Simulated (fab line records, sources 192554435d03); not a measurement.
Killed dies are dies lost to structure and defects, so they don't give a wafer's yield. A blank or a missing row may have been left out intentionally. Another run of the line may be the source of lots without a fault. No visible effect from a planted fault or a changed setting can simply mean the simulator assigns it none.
fab line records	flow n5Finfet
record: lots: 5	wafers: 14	lastDay: 15
route steps=1938 shown HKMG_FIN@440 GATE_CUT@465 PASSIVATION@1936
lots that met no fault: taken from a fault-free run of the same line
startH: hours from the record's first day to the start of the lot's first wafer shown	waitH: hours from the lot's prior step to this one	" as in the row above	L1.1+2: several wafers, shown together as one row	- no value present, or no start provided	* or withheld: withheld	< > ~ a bound
route shown NAME@n: names a module that has steps shown in the file, with the first one's number in the route	usual: average and standard deviation across the fault-free wafers	same: alike in all rows	chamber/n: place in a boat	sites: each site's reading	_std_site: the values' standard deviation	_edge_site: the outer-site mean with the inner-site mean subtracted	radiusMm: how far each site lies from the wafer's centre	mask NAME#n: copy n	behind: the last tool/chamber to shape the wafer	hold: cause of the lot's hold/its duration in hours/its outcome	device: transistor that didn't switch, given as n, p or np	end of line: the route-end tests of the same wafers	a step without rows: its recipe alone	killed: dies lost to structure and defects at the first sort, not the wafer's yield	map: the dies of a wafer, with x for killed, . for not killed, _ for no die there
set.NAME: setting as actually run; set.NAME@STEP: the setting as run at that earlier step	model.NAME: the simulator's own value behind a step, which no gauge read
lots at selected steps of the route; one table per step, one row per wafer
services: the hour from which a tool's chamber was out of use, counted from the record's first day as startH (under 0 if before that day), plus the number of hours and why
== steps ==
step: N5_HKMG_FIN_WET_ETCH_18
recipe: chemistry: SC1	target: TiN	mix: 1:1:5	tempC: *	timeS: 55	targetDepthNm: 5.2	dry: ipaMarangoni	rinseTimeS: 30	rinseTempC: 23
step: N5_HKMG_FIN_STRIP_19
recipe: chemistry: N2/H2	powerW: 2500	tempC: 300	h2Frac: 0.65	timeS: 360	pressureMtorr: withheld	n2FlowSccm: 1750	h2FlowSccm: 3250
step: N5_HKMG_FIN_ALD_91
recipe: material: TiN	targetThkA: 10	tempC: 400	aldPrecursorFamily: TiCl4	aldCoReactant: NH3	pulseTimeS: 1	purgeTimeS: 3	coReactantPurgeTimeS: 2	coReactantPulseTimeS: 2	aldCycles: 47	pressureTorr: 3
step: N5_HKMG_FIN_COAT_85
recipe: resist: SOC	tempC: 250	timeS: 60	spinRpm: 1500	resistThkNm: 300
step: N5_HKMG_FIN_ETCH_86
recipe: chemistry: N2/H2	target: SOC	targetDepthA: 3932	stopOn: TiN	ionEnergyEv: 100	biasW: 61	pressureMtorr: 30	sourceW: 850	n2FlowSccm: 200	h2FlowSccm: 200
step: N5_HKMG_FIN_STRIP_89
recipe: chemistry: N2/H2	material: SOC	timeS: 20	powerW: 500	tempC: 40	pressureMtorr: 50	rfFrequencyHz: 6e+07	biasPowerW: 8	h2Frac: 0.5	n2FlowSccm: 300	h2FlowSccm: 300
step: N5_HKMG_FIN_WET_ETCH_87
recipe: chemistry: SC1	target: TiN	mix: 1:2:40	tempC: 50	timeS: 154.2	targetDepthNm: 4.7	dry: ipaMarangoni	rinseTimeS: 30	rinseTempC: 23
step: N5_HKMG_FIN_STRIP_88
recipe: chemistry: N2/H2	powerW: 2500	tempC: 300	h2Frac: 0.65	timeS: 360	pressureMtorr: withheld	n2FlowSccm: 1750	h2FlowSccm: 3250
step: N5_HKMG_FIN_NWFM_ALD_20
recipe: material: TiAlC	targetThkA: 20	tempC: 300	aldPrecursorFamily: TiCl4	aldCoReactant: TEA	pulseTimeS: 3	purgeTimeS: 2	coReactantPurgeTimeS: 2	coReactantPulseTimeS: 10	aldCycles: 7	pressureTorr: 3
step: N5_HKMG_FIN_ALD_71
recipe: material: TiN	targetThkA: 10	tempC: 400	aldPrecursorFamily: TiCl4	aldCoReactant: NH3	pulseTimeS: 1	purgeTimeS: 3	coReactantPurgeTimeS: 2	coReactantPulseTimeS: 2	aldCycles: 47	pressureTorr: 3
step: N5_HKMG_FIN_COAT_66
recipe: resist: SOC	tempC: 250	timeS: 60	spinRpm: 1500	resistThkNm: 300
step: N5_HKMG_FIN_ETCH_67
recipe: chemistry: N2/H2	target: SOC	targetDepthA: 3889	stopOn: TiN	ionEnergyEv: 100	biasW: 61	pressureMtorr: 30	sourceW: 850	n2FlowSccm: 200	h2FlowSccm: 200
step: N5_HKMG_FIN_STRIP_90
recipe: chemistry: N2/H2	material: SOC	timeS: 20	powerW: 500	tempC: 40	pressureMtorr: 50	rfFrequencyHz: 6e+07	biasPowerW: 8	h2Frac: 0.5	n2FlowSccm: 300	h2FlowSccm: 300
usual: drypumpMotorCurrentA: 5.7/0.46	n2FlowSccm: 300.0/0.86	oesProductAu: 0.82/0.075	rfVppV: 54.1/0.8	showerheadPlenumPTorr: 3.36/0.11	throttleValvePct: 18.80/0.29
lot.wafer	tool	chamber	startH	waitH	drypumpMotorCurrentA	n2FlowSccm	oesProductAu	rfHoursCounterH	rfVppV	showerheadPlenumPTorr	throttleValvePct
L746.1	rieDiel-02	1	121.86	0.0	5.6	300.4	0.89	41	53.7	3.42	18.34
L746.4	"	3	"	"	4.8	299.5	0.86	51	54.0	3.26	18.66
L746.6	"	3	"	"	4.8	300.1	0.85	-	55.1	3.26	18.65
L750.3	rieDiel-01	0	150.87	0.0	6.1	300.7	0.74	215	53.7	3.19	19.17
L750.4	"	3	"	"	5.7	299.8	0.87	27	54.8	3.28	18.76
L751.2	rieDiel-02	3	156.95	0.0	4.8	300.4	0.83	66	53.2	3.25	18.69
L751.5	"	1	"	"	5.6	299.9	0.85	-	55.8	3.41	18.36
L751.6	"	0	"	"	5.8	300.1	0.87	-	54.4	3.44	18.69
L752.1	rieDiel-02	0	158.01	0.0	5.8	300.7	0.88	34	53.7	3.44	18.70
L752.2	"	1	"	"	5.6	300.5	0.86	56	54.8	3.41	18.36
L752.5	"	1	"	"	5.6	298.8	0.86	-	54.0	3.41	18.36
L754.1	rieDiel-02	2	172.35	0.0	5.8	300.5	0.82	80	53.4	3.55	18.96
L754.2	"	1	"	"	5.6	300.8	0.86	61	54.2	3.40	18.35
L754.3	"	3	"	"	4.7	299.1	0.83	72	52.2	3.25	18.68
step: N5_HKMG_FIN_WET_ETCH_73
recipe: chemistry: SC1	mix: 1:2:40	tempC: 50	timeS: 42.3	targetDepthNm: 1.3	dry: ipaMarangoni	rinseTimeS: 30	rinseTempC: 23
step: N5_HKMG_FIN_ETCHBACK_68
recipe: chemistry: Cl2/Ar	stopOn: HfO2	targetDepthA: 5	pressureMtorr: 10	icpW: 600	biasW: 60	Cl2_flow_sccm: 40	Ar_flow_sccm: 60
step: N5_HKMG_FIN_STRIP_69
recipe: chemistry: N2/H2	powerW: 2500	tempC: 300	h2Frac: 0.65	timeS: 360	pressureMtorr: withheld	n2FlowSccm: 1750	h2FlowSccm: 3250
step: N5_HKMG_FIN_ALD_21
recipe: material: TiN	targetThkA: 15	tempC: 400	aldPrecursorFamily: TiCl4	aldCoReactant: NH3	pulseTimeS: 1	purgeTimeS: 3	coReactantPurgeTimeS: 2	coReactantPulseTimeS: 2	aldCycles: 68	pressureTorr: 3
step: N5_HKMG_FIN_ALD_72
recipe: material: W	targetThkA: 20	tempC: 300	pressureTorr: 7.5	aldPrecursorFamily: WF6	aldCoReactant: B2H6	pulseTimeS: 1	purgeTimeS: 2	coReactantPurgeTimeS: 2	coReactantPulseTimeS: 3	aldCycles: 7
step: N5_HKMG_FIN_W_FILL_22
recipe: material: W	targetThkA: 600	tempC: 400	pressureTorr: 39.4	timeS: 18.2
step: N5_HKMG_FIN_PRECLEAN_83
recipe: chemistry: DIW	timeS: 57.5	tempC: 23
step: N5_HKMG_FIN_SRD_84
recipe: dryTimeS: 32	dry: n2Spin	spinRpm: 1500
step: N5_HKMG_FIN_CMP_23
recipe: stopOn: SiNx	tOverpolishS: 10	postCmpClean: rinseOnly	downForcePsi: 4	platenRpm: 50.289	padVelocityMS: 1.0006	targetThkNm: 46.326
step: N5_HKMG_FIN_CMP_94
recipe: stopOn: SiNx	postCmpClean: wDiluteNh4oh	tOverpolishS: 4.7	downForcePsi: 4	platenRpm: 50.289	padVelocityMS: 1.0006	targetThkNm: 43.299
step: N5_GATE_CUT_ETCHBACK_00
recipe: chemistry: SF6/Cl2	target: W	pressureMtorr: 8	icpW: 900	biasW: 80	SF6_flow_sccm: 40	Cl2_flow_sccm: 60
step: N5_GATE_CUT_ETCH_56
recipe: chemistry: Cl2/Ar	target: TiN	targetDepthA: 216	pressureMtorr: 10	icpW: 600	biasW: 60	Cl2_flow_sccm: 40	Ar_flow_sccm: 60
step: N5_GATE_CUT_ETCHBACK_30
recipe: chemistry: Cl2/Ar	target: TiN	targetDepthA: 30	mode: isotropic	pressureMtorr: 10	icpW: 600	biasW: 60	Cl2_flow_sccm: 40	Ar_flow_sccm: 60
step: N5_GATE_CUT_VAPOR_ETCH_60
recipe: chemistry: BCl3/Cl2	target: HfO2	mode: isotropic
step: N5_GATE_CUT_ETCH_58
recipe: chemistry: CH3F/O2	target: SiNx	targetDepthA: 170	timeS: 128.6	ionEnergyEv: 50	pressureMtorr: 30	sourceW: 415	biasW: 21	Ar_flow_sccm: 150	CH3F_flow_sccm: 30	O2_flow_sccm: 20
step: N5_GATE_CUT_STRIP_59
recipe: chemistry: N2/H2	timeS: 20	powerW: 100	tempC: 40	pressureMtorr: 100	rfFrequencyHz: 6e+07	biasPowerW: 3	n2FlowSccm: 300	h2FlowSccm: 300
step: N5_GATE_CUT_PRECLEAN_31
recipe: tempC: 23	chemistry: DIW	timeS: 300
step: N5_GATE_CUT_SRD_32
recipe: timeS: 30	tempC: 23	rinseLiquid: diw	dry: ipaMarangoni
step: N5_GATE_CUT_SAC_CAP_01
recipe: material: SiNx	targetThkA: 240	tempC: 400	aldPrecursorFamily: SiH2I2	aldCoReactant: N2/H2-plasma	pulseTimeS: 1	aldCycles: 480	purgeTimeS: 2	coReactantPurgeTimeS: 2	pressureTorr: 2
step: N5_GATE_CUT_PECVD_57
recipe: material: SiNx	targetThkA: 210	tempC: 400	precursor: SiH4/NH3/N2	pressureTorr: 1.5	rfW: 300
step: N5_GATE_CUT_CMP_02
recipe: stopOn: SiO2	tOverpolishS: 12.7	postCmpClean: alkalineBrush	downForcePsi: 2.5	platenRpm: 51.8	padVelocityMS: 1.0307	targetThkNm: 0
step: N5_GATE_CUT_HM_DEP_46
recipe: material: SiO2	targetThkA: 1300	tempC: 400	precursor: TEOS/O2	pressureTorr: 6.5	rfW: 900	teosFlowSccm: 161.4	gas: O2	flowSccm: 2650	timeS: 26.6
step: N5_GATE_CUT_COAT_34
recipe: resist: SOC	tempC: 250	timeS: 60	spinRpm: 1500	resistThkNm: 60
step: N5_GATE_CUT_COAT_35
recipe: resist: SiARC	tempC: 220	timeS: 60	spinRpm: 1500	resistThkNm: 10
step: N5_GATE_CUT_COAT_27
recipe: resist: underlayer	tempC: 205	timeS: 60	spinRpm: 1500	resistThkNm: 10
step: N5_GATE_CUT_COAT_07
recipe: resist: CAR-EUV	spinRpm: 1500	resistThkNm: 30
step: N5_PASSIVATION_PROBE_49
usual: defectLimitedYield: 91.5/1.6	killed_at_M0_to_M3: 33/10	killed_at_M4_up: 13/5.6	killedAtContacts: 13/6	killedAtFrontEnd: 39/12	killedAtOther: 3.0/2.8	killedDies: 101/19	killedOnRim: 13/4	killedOpen: 65/13	killedShort: 32/8.3	sort_bin_5_function: 5.0/1	sort_bin_6_memory: 3.1/0.69	sortNPass: 1079/19	sortYieldPct: 91.5/1.6
same: grossDies: 1180	killedAtBackSide: 0	sort_bin_4_leakage[%]: 0	sort_bin_8_speed[%]: 0
lot.wafer	tool	chamber	startH	waitH	defectLimitedYield[%]	killed_at_M0_to_M3	killed_at_M4_up	killedAtContacts	killedAtFrontEnd	killedAtOther	killedDies	killedOnRim	killedOpen	killedShort	sort_bin_5_function[%]	sort_bin_6_memory[%]	sortNPass	sortYieldPct[%]
L750.3	prober-02	-	338.48	0.1	92.4	46	11	6	27	0	90	7	58	30	4.7	2.6	1090	92.4
L750.4	prober-02	-	338.53	0.2	92.3	48	12	5	24	2	91	13	60	27	4.8	2.7	1089	92.3
L751.5	prober-01	-	347.02	0.2	87.5	20	7	8	112	0	147	30	51	29	7.3	3.2	1033	87.5
L752.2	prober-02	-	353.81	0.1	87.2	35	5	10	100	1	151	24	54	30	8.4	3.1	1029	87.2
L752.5	prober-02	-	353.96	0.2	87.0	21	7	7	112	6	153	25	58	24	7.8	4.0	1027	87.0
L754.2	prober-02	-	360.06	0.1	85.2	26	22	15	111	1	175	30	78	36	8.7	3.6	1005	85.2
killed by level:class
L750.3 BEOL_M0_SAQP:geometricParticle:open=12 BEOL_M0_SAQP:geometricParticle:short=10 BEOL_M1:geometricParticle:open=8 BEOL_M4:geometricParticle:open=7 FIN_SAQP:geometricParticle:short=6 BEOL_M2:geometricParticle:open=6 GATE_CUT:geometricParticle:short=5 BEOL_M3:geometricParticle:open=5
L750.4 BEOL_M2:geometricParticle:open=16 BEOL_M3:geometricParticle:open=10 FIN_SAQP:geometricParticle:open=6 BEOL_M2:geometricParticle:short=5 MOL_CONTACT_COAG:geometricParticle:open=4 BEOL_M0_SAQP:geometricParticle:short=4 BEOL_M1:geometricParticle:open=4 BEOL_M4:geometricParticle:open=4
L751.5 HKMG_FIN:unspecified=66 FIN_SAQP:geometricParticle:short=11 FIN_SAQP:geometricParticle:open=9 MOL_CONTACT_COAG:geometricParticle:open=8 GATE_CUT:geometricParticle:open=6 BEOL_M0_SAQP:geometricParticle:short=5 BEOL_M1:geometricParticle:open=5 BEOL_M3:geometricParticle:open=5
L752.2 HKMG_FIN:unspecified=65 BEOL_M2:geometricParticle:open=11 FIN_SAQP:geometricParticle:open=10 GATE_CUT:geometricParticle:short=7 MOL_CONTACT_COAG:geometricParticle:open=7 BEOL_M3:geometricParticle:open=7 FIN_SAQP:geometricParticle:short=6 BEOL_M2:geometricParticle:short=4
L752.5 HKMG_FIN:unspecified=69 FIN_SAQP:geometricParticle:open=12 FIN_SAQP:geometricParticle:short=9 BEOL_M2:geometricParticle:open=9 GATE_CUT:geometricParticle:short=7 GATE_CUT:geometricParticle:open=7 BEOL_M4:geometricParticle:open=6 MOL_CONTACT_COAG:geometricParticle:open=5
L754.2 HKMG_FIN:unspecified=61 MOL_CONTACT_COAG:geometricParticle:open=13 DUMMY_GATE:geometricParticle:open=10 BEOL_M4:geometricParticle:open=8 BEOL_M3:geometricParticle:open=8 STI_FIN_REVEAL:geometricParticle:open=6 GATE_CUT:geometricParticle:short=6 BEOL_M1:geometricParticle:open=5
map L751.5 (x killed, . not)
_________________.x.....x...x________________
______________........x....x...x_____________
___________.........x..........x...__________
__________.........................._________
________.............................x_______
_______.x...........x........x.......x.______
______..x...x.....x.................xxxx_____
_____...........x...x....x.x......x..xxxx____
____......x................x........xxxxxx___
___.x..............................xxxxxxxx__
___....................x.x.......x.xxxxxxxx__
__................................xx.xxxxxxx_
__.x.......................x.........xxxxxxx_
_..x..x..........x.x.x..xx...........xxxxxxxx
_........x............x........x.......xxxxxx
_..x...x...............................xxx..x
_...........................x........x.......
_...x...............x..................xxx...
_.......................................x....
_.............x........................x..x..
_...............x.....x......................
__..x...x.....................x............._
__...............x...........x....x.......x._
___...x......x...................x.........__
___x.......x............x..x..x............__
____.....x................x............x..___
_____...............x............x.......____
______.................................._____
_______..........x.....................______
________..........................x..x_______
__________...x..x....x............x._________
___________........................__________
______________.........x........_____________
_________________........x...________________
map L752.5 (x killed, . not)
_________________............________________
______________.................._____________
___________.................x......__________
__________.............x............_________
________......x............x.........x_______
_______.......xx............x........x.______
______..x............x.........x....xxxx_____
_____x.........x....................xxxxx____
____...............x.x........x....xx.xxxx___
___......x...........x..............xxxxxxx__
___...........................x....xxxxxxxx__
__..................................xxxxxxxx_
__..........x.................x..x.xxxxxxxxx_
_..x...........x.....................xxxxxxxx
_......xx...................x..x.x...xx.xxxxx
_...........x..........x...............xxx.xx
_..................................xx........
_...x..........................x..........x..
_.................xx..........x.....x........
_...x....x..............x..x..............x..
_......x.......x..............x.............x
__........x.................x...x.x..x......_
__.......xxx........x........xx.x..........._
___.x..........x...................x..x..x.__
___...........x............................__
____.....x.....x.......x........x....x..x.___
_____..........x..x......................____
______.................................._____
_______................................______
________.........x...xx........x......_______
__________.....x...................._________
___________..........x.............__________
______________..............x..x_____________
_________________...x......x.________________
== services ==
tool	chamber	startH	hours	kind
rieDiel-02	0	145.20	4.2	repair
rieDiel-01	2	155.86	-	clean
rieDiel-01	2	155.86	-	consumableReplace:focusRing
rieDiel-01	2	155.86	24.8	scheduledDown
rieDiel-01	2	155.86	24.8	ventCycle
== key ==
firstSign: step: N5_PASSIVATION_PROBE_49	reading: killedAtFrontEnd	direction: up	sigmas: 6	usual: 39	struck: 109
effect: step: N5_PASSIVATION_PROBE_49	reading: defectLimitedYield	direction: down	sigmas: 2.9	usual: 91.5	struck: 86.7
moreKillsBornAt: N5_HKMG_FIN_STRIP_90@rieDiel-02: 261
metAt N5_HKMG_FIN_STRIP_90
struckWafers L751.5,L752.2,L752.5,L754.2
onsetBetween 121.86 156.95
fault: kind: chamberParticleSource	tool: rieDiel-02	chamber: 1	onsetH: 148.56	steps: N5_HKMG_FIN_STRIP_90	ratePerVisitCm2: 1.0746	endH: 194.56
